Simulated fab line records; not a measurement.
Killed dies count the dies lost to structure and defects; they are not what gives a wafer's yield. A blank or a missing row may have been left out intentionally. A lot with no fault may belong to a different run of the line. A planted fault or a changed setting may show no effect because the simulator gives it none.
Chamber matching ; flow n5Finfet ; N5_BEOL_M9_ALD_74 on aldMetal-01: 4 sister chambers
The step deposits TaN, target thk 2 nm, pulse time 2 s, purge time 3 s. 4 wafers are shown with their chamber, then 9 later ones without.

WAFERS PAIRED WITH THEIR CHAMBERS
wafer;chamber;heaterPowerW (W)
L086.3;2;482
L088.1;3;457
L088.2;1;348
L088.5;0;412

WAFERS WITH NO CHAMBER GIVEN
wafer;heaterPowerW (W)
L089.1;345
L089.5;398
L089.6;445
L092.1;473
L092.2;415
L092.5;456
L096.1;343
L096.2;402
L096.3;461

WHICH CHAMBER EACH ONE RAN IN
wafer;from the rows above;in truth
L089.1;1;1
L089.5;0;0
L089.6;3;3
L092.1;can't be placed: 2 or 3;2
L092.2;0;0
L092.5;3;3
L096.1;1;1
L096.2;0;0
L096.3;3;3
Placed correctly: 8 of 9. Not placeable from these rows: 1 (in 1, the candidates include the true chamber). 0 placed wrongly.
How it was worked out, from the rows above alone: a wafer's distance from a chamber is the root of the sum, over the readings, of the square of ((its reading less the chamber's mean) divided by the reading's scatter). The wafer belongs to the nearest chamber; if the next one is less than 2 further off, it can't be placed. For every chamber, the mean is computed from those of its wafers that are shown. The scatter: root of mean squared gap, hidden wafer to nearest shown wafer, with one shown wafer a chamber.
